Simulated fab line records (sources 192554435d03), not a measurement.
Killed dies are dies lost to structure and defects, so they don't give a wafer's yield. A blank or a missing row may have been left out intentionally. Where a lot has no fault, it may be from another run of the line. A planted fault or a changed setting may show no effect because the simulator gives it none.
Matching of chambers ; flow n5 finfet ; cvd co-02 running N5_MOL_CONTACT_COAG_CO_FILL_22: 3 sister chambers
The step material Co, precursor CCTBA/H2, target thk 20 nm. 6 wafers are shown with their chamber, then 12 later ones without.

## WAFERS WITH THEIR CHAMBER
wafer;chamber;heater power w (W)
L083.5;1;194
L085.4;2;225
L085.5;0;251
L088.3;0;244
L088.4;2;233
L088.5;1;196

## WAFERS WITHOUT THEIR CHAMBER
wafer;heater power w (W)
L090.1;229
L090.2;250
L090.3;192
L092.1;247
L092.4;249
L092.5;194
L094.2;247
L094.3;234
L094.5;229
L095.2;234
L095.4;252
L095.6;242

## CHAMBER TAKEN BY EACH
wafer;from the rows above;in truth
L090.1;2;2
L090.2;0;0
L090.3;1;1
L092.1;0;0
L092.4;0;0
L092.5;1;1
L094.2;0;0
L094.3;can't be placed: 2 or 0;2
L094.5;2;2
L095.2;can't be placed: 2 or 0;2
L095.4;0;0
L095.6;can't be placed: 0 or 2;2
Correct placement for 9 of the 12. Can't be placed from these rows: 3 (the true chamber is among the candidates in 3). Placed wrongly: 0.
How it was worked out, from the rows above alone: a wafer's distance from a chamber is the root of the sum, over the readings, of the square of ((its reading less the chamber's mean) divided by the reading's scatter). If the next closest chamber is less than 2 further off than the closest, the wafer can't be placed; otherwise it belongs to the closest. A chamber's mean is the mean of its shown wafers. The scatter is the square root of a quotient: the sum, over the shown wafers, of each reading's squared deviation from its chamber's mean, divided by wafers minus chambers.
